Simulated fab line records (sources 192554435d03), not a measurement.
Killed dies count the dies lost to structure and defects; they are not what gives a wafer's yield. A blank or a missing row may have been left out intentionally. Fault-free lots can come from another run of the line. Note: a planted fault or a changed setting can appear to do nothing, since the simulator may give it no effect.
fab line records    flow n5_finfet    part 1 of 2: steps 1 to 4 of 6
record lots=20  wafers=60  last_day=17
route steps=1938 shown DUMMY_REMOVAL@377 HKMG_FIN@413 GATE_CUT@465
lots that met no fault: from a run of the same line without faults
start_h: hours from the record's opening day to when the first of the lot's shown wafers began    wait_h: hours elapsed since this lot's preceding step    " repeats the value in the row above    L1.1+2: a row that stands for several wafers    - no value, or no start given    * or withheld: withheld    < > ~ a bound
route shown NAME@n: names a module that has steps shown in the file, with the first one's number in the route    usual: mean/standard deviation of fault-free wafers    same: alike in all rows    chamber/n: place in a boat    sites: per-site readings    _std_site: standard deviation across them    _edge_site: inner sites' mean taken away from outer sites' mean    radius_mm: for every site, how far away it sits from the centre of the wafer    mask NAME#n: copy n    behind: tool/chamber where the wafer was last shaped    hold: reason for holding the lot/hours on hold/outcome of the hold    device: whichever transistor did not switch (one of n, p or np)    end of line: the tests these same wafers got at the end of their route    a step given without rows: its recipe and nothing more    killed: at the first sort, the dies lost to defects and structure; wafer yield is something else    map: shows each die of a wafer: x if killed, . if not, _ if none is there
set.NAME: setting as actually run; set.NAME@STEP: the setting as run at that earlier step    model.NAME: the simulator's own value behind a step, which no gauge read
a sample of lots followed through the steps of the route, with each step as a table and each wafer as a row
services: when a tool's chamber went out of use (start_h, in hours from the record's first day, below 0 if earlier), for how many hours, and the reason
## steps
# step N5_DUMMY_REMOVAL_HM_STRIP_01
# recipe chemistry=CH3F/O2  material=SiNx  target_depth_a=40  stop_on=poly-Si  time_s=6.8  over_etch_frac=0.3  ion_energy_ev=60  power_w=410  bias_w=29  Ar_flow_sccm=150  CH3F_flow_sccm=30  O2_flow_sccm=20
# usual chamber_pressure_mTorr=30.001/0.027  drypump_motor_current_A=5.6/0.48  oes_product_au=0.67/0.068  rf_vpp_V=127.7/1  showerhead_plenum_p_Torr=2.03/0.063  throttle_valve_pct=16.26/0.26
lot.wafer  tool         chamber  start_h  wait_h  chamber_pressure_mTorr  drypump_motor_current_A  oes_product_au  rf_hours_counter_h  rf_vpp_V  showerhead_plenum_p_Torr  throttle_valve_pct
L074.2     rie_diel-01  2        75.50    0.0     30.003                  4.9                      0.69            47                  127.2     1.95                      15.96
L074.3     "            0        "        "       30.023                  5.8                      0.74            16                  128.9     2.14                      16.35
L074.4     "            3        "        "       29.984                  5.5                      0.77            9                   127.8     2.05                      16.14
L075.1     rie_diel-01  2        77.35    0.1     29.972                  4.9                      0.70            49                  127.7     1.95                      15.96
L075.4     "            0        "        "       29.985                  5.8                      0.73            16                  129.9     2.14                      16.33
L075.5     "            3        "        "       30.035                  5.5                      0.76            -                   127.4     2.05                      16.16
L076.3     rie_diel-02  1        83.59    0.0     29.999                  5.8                      0.57            210                 126.8     1.98                      16.78
L076.5     "            0        "        "       30.002                  6.1                      0.64            -                   129.9     2.09                      15.90
L076.6     "            1        "        "       30.019                  5.8                      0.58            -                   126.6     1.98                      16.75
L079.1     rie_diel-02  0        101.55   0.0     29.982                  6.1                      0.63            122                 127.7     2.08                      15.93
L079.4     "            2        "        "       30.045                  5.1                      0.68            61                  126.1     1.95                      16.29
L079.6     "            3        "        "       29.971                  4.9                      0.57            -                   128.7     2.06                      16.50
L080.3     rie_diel-01  1        106.54   0.0     29.969                  5.7                      0.65            113                 127.4     2.02                      16.20
L080.4     "            3        "        "       30.029                  5.5                      0.75            18                  129.0     2.05                      16.17
L080.5     "            2        "        "       30.007                  4.9                      0.69            -                   125.5     1.94                      15.99
L081.3     rie_diel-02  3        114.09   0.2     30.039                  4.9                      0.57            213                 128.2     2.06                      16.51
L081.5     "            2        "        "       30.007                  5.1                      0.67            -                   127.0     1.95                      16.30
L081.6     "            1        "        "       29.978                  5.8                      0.57            -                   128.0     1.98                      16.77
L082.1     rie_diel-03  1        117.98   0.2     29.966                  6.6                      0.60            182                 128.2     2.07                      16.37
L082.4     "            0        "        "       30.046                  5.7                      0.82            0                   127.1     1.97                      15.75
L082.6     "            2        "        "       29.973                  6.4                      0.74            -                   129.3     2.13                      16.07
L083.1     rie_diel-03  1        124.40   0.0     29.965                  6.6                      0.60            183                 128.3     2.07                      16.39
L083.4     "            3        "        "       30.020                  5.7                      0.78            8                   128.1     2.05                      16.11
L083.5     "            3        "        "       30.003                  5.8                      0.77            -                   127.8     2.05                      16.13
L084.1     rie_diel-01  3        131.37   0.2     29.958                  5.5                      0.73            25                  126.3     2.05                      16.19
L084.2     "            0        "        "       30.000                  5.8                      0.71            34                  129.8     2.13                      16.37
L084.6     "            3        "        "       30.015                  5.5                      0.73            -                   126.6     2.05                      16.19
L085.3     rie_diel-01  1        135.74   0.2     29.979                  5.7                      0.64            122                 127.4     2.01                      16.23
L085.5     "            1        "        "       29.997                  5.7                      0.64            -                   127.1     2.01                      16.23
L085.6     "            0        "        "       29.999                  5.8                      0.70            -                   127.6     2.13                      16.36
L087.1     rie_diel-02  3        149.38   0.0     29.980                  4.9                      0.57            226                 128.1     2.06                      16.53
L087.2     "            2        "        "       30.026                  5.1                      0.66            78                  127.3     1.95                      16.33
L087.3     "            0        "        "       29.969                  6.1                      0.62            135                 128.7     2.08                      15.96
L088.2     rie_diel-01  0        157.68   0.0     29.992                  5.8                      0.69            43                  128.6     2.13                      16.39
L088.5     "            0        "        "       30.034                  5.8                      0.69            -                   128.7     2.13                      16.38
L088.6     "            3        "        "       29.995                  5.5                      0.72            -                   127.9     2.04                      16.18
L090.2     rie_diel-02  2        165.06   0.2     30.041                  5.1                      0.66            82                  126.2     1.94                      16.33
L090.3     "            1        "        "       29.990                  5.8                      0.56            237                 128.6     1.97                      16.83
L090.6     "            1        "        "       29.985                  5.8                      0.56            -                   125.7     1.97                      16.81
L091.1     rie_diel-03  1        172.19   0.0     30.040                  6.6                      0.59            198                 128.4     2.06                      16.41
L091.2     "            3        "        "       29.989                  5.7                      0.74            23                  128.9     2.04                      16.15
L091.3     "            0        "        "       30.012                  5.6                      0.76            16                  127.5     1.97                      15.79
L092.2     rie_diel-01  2        182.06   0.0     30.025                  4.9                      0.67            81                  127.4     1.94                      16.03
L092.4     "            3        "        "       30.005                  5.5                      0.72            36                  128.9     2.04                      16.21
L092.5     "            0        "        "       30.009                  5.8                      0.68            -                   128.8     2.12                      16.40
L093.1     rie_diel-01  2        188.19   0.1     29.982                  4.8                      0.67            83                  125.6     1.94                      16.02
L093.5     "            1        "        "       30.018                  5.7                      0.64            -                   128.0     2.01                      16.27
L093.6     "            0        "        "       30.030                  5.8                      0.68            -                   129.2     2.12                      16.41
L094.1     rie_diel-03  3        192.74   0.0     30.046                  5.7                      0.73            28                  129.6     2.04                      16.16
L094.3     "            2        "        "       30.015                  6.4                      0.70            41                  127.5     2.12                      16.11
L094.4     "            0        "        "       29.957                  5.7                      0.75            22                  129.0     1.96                      15.79
L095.2     rie_diel-03  3        195.59   0.0     30.008                  5.7                      0.73            29                  128.1     2.04                      16.16
L095.4     "            1        "        "       29.989                  6.6                      0.59            205                 129.0     2.06                      16.41
L095.5     "            3        "        "       29.966                  5.7                      0.72            -                   127.7     2.04                      16.15
L096.1     rie_diel-01  1        207.56   0.0     30.007                  5.7                      0.63            143                 128.8     2.01                      16.29
L096.3     "            0        "        "       29.964                  5.8                      0.67            55                  127.5     2.12                      16.41
L096.6     "            3        "        "       30.014                  5.5                      0.71            -                   126.5     2.04                      16.21
L097.3     rie_diel-02  2        207.82   0.0     30.026                  5.1                      0.65            91                  126.0     1.94                      16.36
L097.4     "            1        "        "       30.005                  5.8                      0.56            -                   126.1     1.97                      16.84
L097.6     "            3        "        "       30.005                  4.9                      0.56            -                   129.0     2.05                      16.57
# step N5_HKMG_FIN_CVD_62
# recipe material=a-Si  target_thk_a=30  temp_c=500  precursor=Si2H6  pressure_torr=1  time_s=20.8
# usual heater_power_outer_w=926/97  heater_power_w=1408/170  susceptor_temp_C=500.01/0.25
lot.wafer  tool               chamber  start_h  wait_h  heater_power_outer_w  heater_power_w  susceptor_temp_C
L074.2     thermal_cvd_si-01  2        78.93    0.2     973                   1467            499.86
L074.3     "                  1        "        "       1045                  1626            500.05
L074.4     "                  2        "        "       954                   1462            500.26
L075.1     thermal_cvd_si-02  0        80.89    0.2     868                   1256            500.11
L075.4     "                  1        "        "       816                   1365            500.18
L075.5     "                  0        "        "       860                   1284            500.04
L076.3     thermal_cvd_si-01  0        87.05    0.2     966                   1574            499.81
L076.5     "                  1        "        "       1058                  1686            499.96
L076.6     "                  0        "        "       1003                  1504            499.91
L079.1     thermal_cvd_si-02  1        104.90   0.2     814                   1327            499.82
L079.4     "                  1        "        "       832                   1327            499.89
L079.6     "                  2        "        "       818                   1172            500.02
L080.3     thermal_cvd_si-01  1        110.16   0.2     1090                  1655            499.79
L080.4     "                  1        "        "       1099                  1629            500.42
L080.5     "                  0        "        "       1006                  1550            500.42
L081.3     thermal_cvd_si-02  0        117.65   0.2     853                   1308            499.97
L081.5     "                  0        "        "       848                   1294            499.76
L081.6     "                  2        "        "       855                   1154            500.25
L082.1     thermal_cvd_si-01  0        121.23   0.2     995                   1568            500.08
L082.4     "                  2        "        "       971                   1506            499.78
L082.6     "                  0        "        "       987                   1523            499.77
L083.1     thermal_cvd_si-02  2        128.12   0.2     828                   1177            500.02
L083.4     "                  1        "        "       841                   1350            500.05
L083.5     "                  2        "        "       824                   1182            499.98
L084.1     thermal_cvd_si-01  2        134.96   0.2     976                   1431            500.17
L084.2     "                  0        "        "       996                   1543            499.74
L084.6     "                  2        "        "       975                   1470            499.80
L085.3     thermal_cvd_si-02  2        139.20   0.3     826                   1167            499.88
L085.5     "                  2        "        "       848                   1160            499.27
L085.6     "                  2        "        "       838                   1141            499.95
L087.1     thermal_cvd_si-02  2        152.66   0.2     834                   1160            500.12
L087.2     "                  1        "        "       826                   1360            499.34
L087.3     "                  1        "        "       822                   1359            500.25
L088.2     thermal_cvd_si-01  0        161.00   0.2     1008                  1617            500.04
L088.5     "                  2        "        "       976                   1486            499.80
L088.6     "                  1        "        "       1058                  1677            499.94
L090.2     thermal_cvd_si-01  1        168.38   0.2     1070                  1648            499.90
L090.3     "                  0        "        "       1019                  1596            499.59
L090.6     "                  0        "        "       994                   1571            499.76
L091.1     thermal_cvd_si-02  2        175.59   0.2     840                   1173            499.87
L091.2     "                  1        "        "       827                   1358            499.84
L091.3     "                  0        "        "       865                   1318            500.09
L092.2     thermal_cvd_si-01  1        185.42   0.2     1062                  1661            499.70
L092.4     "                  2        "        "       1011                  1429            500.26
L092.5     "                  1        "        "       1056                  1653            499.68
L093.1     thermal_cvd_si-02  1        191.38   0.2     821                   1356            500.34
L093.5     "                  2        "        "       836                   1181            500.46
L093.6     "                  1        "        "       795                   1400            500.17
L094.1     thermal_cvd_si-01  0        196.06   0.2     1002                  1501            500.01
L094.3     "                  2        "        "       1007                  1455            499.58
L094.4     "                  1        "        "       1080                  1635            500.09
L095.2     thermal_cvd_si-02  2        198.90   0.2     838                   1177            500.38
L095.4     "                  0        "        "       860                   1299            500.07
L095.5     "                  2        "        "       836                   1166            499.82
L096.1     thermal_cvd_si-01  2        210.94   0.2     972                   1467            500.05
L096.3     "                  0        "        "       1006                  1547            500.01
L096.6     "                  0        "        "       988                   1597            500.22
L097.3     thermal_cvd_si-02  0        211.05   0.2     865                   1268            500.15
L097.4     "                  0        "        "       852                   1251            499.97
L097.6     "                  2        "        "       840                   1195            500.07
# step N5_HKMG_FIN_ETCH_31
# recipe chemistry=CF4  target=SiARC  target_depth_a=455  mask_material=CAR-ArF  time_s=75.8  ion_energy_ev=80  pressure_mtorr=40  source_w=545  bias_w=36  Ar_flow_sccm=100  cf4_flow_sccm=100  ends=cleared
# usual chamber_pressure_mTorr=40.00/0.038  drypump_motor_current_A=5.9/0.41  etch_rf_on_time_s=75.7/0.89  oes_product_au=0.68/0.076  rf_vpp_V=184.2/1.2  showerhead_plenum_p_Torr=2.15/0.078  throttle_valve_pct=15.46/0.22
lot.wafer  tool         chamber  start_h  wait_h  chamber_pressure_mTorr  drypump_motor_current_A  etch_rf_on_time_s  oes_product_au  rf_hours_counter_h  rf_vpp_V  showerhead_plenum_p_Torr  throttle_valve_pct
L074.2     rie_diel-05  2        81.10    0.0     39.93                   5.8                      77.2               0.60            242                 186.5     2.19                      15.44
L074.3     "            3        "        "       40.06                   5.9                      76.7               0.59            202                 185.0     2.12                      15.72
L074.4     "            0        "        "       40.02                   5.1                      76.0               0.60            239                 182.6     2.03                      15.96
L075.1     rie_diel-04  2        82.62    0.0     39.99                   5.9                      74.5               0.74            55                  184.1     2.17                      15.66
L075.4     "            0        "        "       40.01                   5.4                      74.7               0.80            14                  184.3     2.19                      15.43
L075.5     "            0        "        "       39.95                   5.4                      75.8               0.80            -                   183.4     2.19                      15.42
L076.3     rie_diel-06  1        88.73    0.0     39.87                   6.4                      77.0               0.77            34                  184.0     2.27                      15.44
L076.5     "            3        "        "       40.06                   6.6                      76.6               0.60            -                   183.8     2.04                      15.31
L076.6     "            1        "        "       40.04                   6.4                      76.7               0.77            -                   185.3     2.27                      15.43
L079.1     rie_diel-04  2        106.75   0.0     39.99                   5.9                      75.0               0.73            63                  185.1     2.17                      15.67
L079.4     "            0        "        "       40.05                   5.5                      75.7               0.79            -                   183.0     2.19                      15.44
L079.6     "            2        "        "       40.00                   5.9                      75.5               0.72            -                   183.6     2.17                      15.68
L080.3     rie_diel-06  2        111.95   0.0     40.00                   5.6                      75.1               0.67            132                 181.8     2.06                      15.61
L080.4     "            3        "        "       40.03                   6.6                      75.4               0.60            -                   181.6     2.03                      15.33
L080.5     "            1        "        "       40.01                   6.5                      75.6               0.76            -                   186.1     2.27                      15.45
L081.3     rie_diel-05  1        119.44   0.0     40.00                   5.7                      75.9               0.66            113                 183.6     2.24                      15.39
L081.5     "            3        "        "       40.05                   5.9                      77.5               0.57            -                   183.1     2.12                      15.76
L081.6     "            1        "        "       39.98                   5.6                      75.2               0.66            -                   185.3     2.24                      15.41
L082.1     rie_diel-06  1        123.51   0.0     40.01                   6.4                      75.5               0.76            50                  184.5     2.26                      15.47
L082.4     "            3        "        "       39.99                   6.6                      75.0               0.59            -                   181.8     2.03                      15.34
L082.6     "            2        "        "       40.00                   5.7                      75.3               0.67            -                   182.5     2.06                      15.62
L083.1     rie_diel-05  1        129.85   0.0     40.00                   5.6                      76.0               0.65            118                 185.6     2.24                      15.41
L083.4     "            2        "        "       39.98                   5.8                      74.9               0.82            -                   184.2     2.19                      15.00
L083.5     "            3        "        "       40.05                   5.9                      76.4               0.57            -                   184.2     2.12                      15.77
L084.1     rie_diel-04  1        136.57   0.0     39.95                   6.0                      74.9               0.75            42                  184.5     2.18                      15.18
L084.2     "            0        "        "       39.99                   5.4                      76.2               0.75            35                  185.3     2.18                      15.47
L084.6     "            3        "        "       39.96                   5.6                      75.6               0.59            -                   185.6     2.19                      15.68
L085.3     rie_diel-06  1        140.97   0.0     39.97                   6.4                      76.9               0.74            56                  185.0     2.26                      15.48
L085.5     "            3        "        "       40.00                   6.6                      76.1               0.59            -                   182.3     2.03                      15.36
L085.6     "            2        "        "       40.08                   5.6                      75.8               0.66            -                   182.3     2.06                      15.63
L087.1     rie_diel-06  3        154.26   0.0     40.07                   6.6                      76.0               0.59            224                 183.9     2.03                      15.37
L087.2     "            2        "        "       39.93                   5.7                      76.3               0.66            147                 184.6     2.06                      15.64
L087.3     "            1        "        "       39.97                   6.5                      76.8               0.73            61                  185.4     2.26                      15.49
L088.2     rie_diel-06  1        162.98   0.0     40.03                   6.4                      76.7               0.74            63                  185.2     2.26                      15.49
L088.5     "            2        "        "       40.02                   5.6                      75.6               0.66            -                   182.6     2.06                      15.63
L088.6     "            1        "        "       39.94                   6.4                      76.6               0.74            -                   184.8     2.26                      15.49
L090.2     rie_diel-06  3        170.16   0.0     40.07                   6.6                      75.0               0.59            231                 182.4     2.03                      15.36
L090.3     "            1        "        "       40.03                   6.5                      76.4               0.73            65                  185.5     2.26                      15.51
L090.6     "            2        "        "       40.05                   5.6                      75.1               0.66            -                   183.3     2.06                      15.66
L091.1     rie_diel-06  0        177.28   0.0     40.02                   5.9                      76.0               0.63            153                 183.0     2.14                      15.43
L091.2     "            2        "        "       40.02                   5.7                      75.5               0.66            155                 184.5     2.06                      15.64
L091.3     "            1        "        "       39.99                   6.4                      75.8               0.74            67                  185.5     2.26                      15.51
L092.2     rie_diel-05  3        187.28   0.0     40.04                   5.9                      77.1               0.55            245                 184.2     2.11                      15.81
L092.4     "            1        "        "       40.04                   5.7                      74.9               0.63            139                 185.1     2.23                      15.44
L092.5     "            3        "        "       39.94                   5.9                      77.2               0.56            -                   183.2     2.11                      15.83
L093.1     rie_diel-06  1        193.06   0.0     40.00                   6.5                      76.6               0.73            70                  186.9     2.26                      15.51
L093.5     "            0        "        "       39.94                   5.9                      76.0               0.63            -                   184.2     2.14                      15.48
L093.6     "            1        "        "       40.03                   6.5                      75.5               0.73            -                   186.4     2.26                      15.50
L094.1     rie_diel-04  2        197.81   0.0     40.00                   5.9                      75.8               0.68            100                 185.2     2.16                      15.75
L094.3     "            3        "        "       40.04                   5.6                      74.3               0.79            14                  184.3     2.19                      15.20
L094.4     "            1        "        "       40.00                   6.0                      75.4               0.73            -                   184.6     2.18                      15.22
L095.2     rie_diel-04  2        200.68   0.0     40.03                   5.9                      75.2               0.69            101                 183.8     2.16                      15.75
L095.4     "            1        "        "       39.96                   6.0                      74.0               0.73            66                  184.6     2.18                      15.23
L095.5     "            1        "        "       39.99                   6.0                      74.2               0.72            -                   185.2     2.18                      15.24
L096.1     rie_diel-05  2        212.56   0.0     39.95                   5.8                      76.3               0.75            33                  184.9     2.18                      15.05
L096.3     "            1        "        "       40.00                   5.6                      76.6               0.62            148                 185.0     2.23                      15.46
L096.6     "            0        "        "       39.98                   5.1                      75.5               0.75            -                   185.4     2.27                      15.52
L097.3     rie_diel-04  1        212.81   0.0     40.00                   6.0                      75.5               0.72            70                  184.8     2.17                      15.24
L097.4     "            3        "        "       40.00                   5.6                      74.4               0.78            20                  185.1     2.18                      15.21
L097.6     "            2        "        "       40.02                   5.9                      76.2               0.68            -                   184.5     2.16                      15.76
# step N5_HKMG_FIN_STRIP_19
# recipe chemistry=N2/H2  power_w=2500  temp_c=300  h2_frac=0.65  time_s=360  pressure_mtorr=withheld  n2_flow_sccm=1750  h2_flow_sccm=3250
# usual drypump_motor_current_A=5.9/0.45  heater_power_w=519/36
lot.wafer  tool             chamber  start_h  wait_h  drypump_motor_current_A  heater_power_w  rf_hours_counter_h
L074.2     plasma_asher-01  1        81.66    0.0     5.5                      451             49
L074.3     "                1        "        "       5.5                      450             -
L074.4     "                0        "        "       6.6                      532             -
L075.1     plasma_asher-02  0        83.18    0.0     5.5                      556             75
L075.4     "                1        "        "       6.2                      531             -
L075.5     "                0        "        "       5.5                      539             -
L076.3     plasma_asher-02  1        89.41    0.1     6.2                      540             -
L076.5     "                1        "        "       6.2                      533             -
L076.6     "                0        "        "       5.5                      553             -
L079.1     plasma_asher-02  1        107.31   0.0     6.2                      521             80
L079.4     "                1        "        "       6.2                      527             -
L079.6     "                1        "        "       6.2                      527             -
L080.3     plasma_asher-02  1        112.63   0.1     6.2                      534             -
L080.4     "                0        "        "       5.5                      548             -
L080.5     "                1        "        "       6.2                      530             -
L081.3     plasma_asher-01  0        120.12   0.1     6.6                      540             -
L081.5     "                1        "        "       5.5                      445             -
L081.6     "                0        "        "       6.6                      531             -
L082.1     plasma_asher-02  0        124.12   0.0     5.5                      544             84
L082.4     "                1        "        "       6.1                      524             -
L082.6     "                1        "        "       6.2                      532             -
L083.1     plasma_asher-02  0        130.46   0.0     5.5                      547             85
L083.4     "                0        "        "       5.5                      551             -
L083.5     "                0        "        "       5.5                      538             -
L084.1     plasma_asher-02  1        137.13   0.0     6.1                      531             86
L084.2     "                0        "        "       5.5                      548             86
L084.6     "                0        "        "       5.5                      542             -
L085.3     plasma_asher-01  0        141.66   0.1     6.6                      533             -
L085.5     "                0        "        "       6.6                      535             -
L085.6     "                1        "        "       5.5                      439             -
L087.1     plasma_asher-01  0        154.82   0.0     6.5                      530             64
L087.2     "                1        "        "       5.5                      441             64
L087.3     "                1        "        "       5.5                      444             -
L088.2     plasma_asher-01  1        163.55   0.0     5.5                      449             66
L088.5     "                1        "        "       5.5                      448             -
L088.6     "                0        "        "       6.6                      518             -
L090.2     plasma_asher-02  1        170.72   0.0     6.2                      528             93
L090.3     "                0        "        "       5.5                      538             -
L090.6     "                1        "        "       6.2                      529             -
L091.1     plasma_asher-02  1        177.84   0.0     6.1                      532             94
L091.2     "                0        "        "       5.5                      537             94
L091.3     "                1        "        "       6.2                      529             -
L092.2     plasma_asher-01  1        187.84   0.0     5.5                      446             71
L092.4     "                1        "        "       5.5                      446             -
L092.5     "                0        "        "       6.6                      524             -
L093.1     plasma_asher-02  1        193.62   0.0     6.2                      532             97
L093.5     "                0        "        "       5.5                      549             -
L093.6     "                1        "        "       6.2                      533             -
L094.1     plasma_asher-02  0        198.38   0.0     5.5                      557             98
L094.3     "                1        "        "       6.1                      530             -
L094.4     "                0        "        "       5.5                      552             -
L095.2     plasma_asher-01  1        201.25   0.0     5.5                      442             74
L095.4     "                1        "        "       5.5                      445             -
L095.5     "                1        "        "       5.4                      440             -
L096.1     plasma_asher-01  1        213.12   0.0     5.5                      439             76
L096.3     "                1        "        "       5.5                      446             -
L096.6     "                1        "        "       5.5                      450             -
L097.3     plasma_asher-02  1        213.49   0.1     6.2                      527             -
L097.4     "                0        "        "       5.5                      533             -
L097.6     "                0        "        "       5.5                      561             -
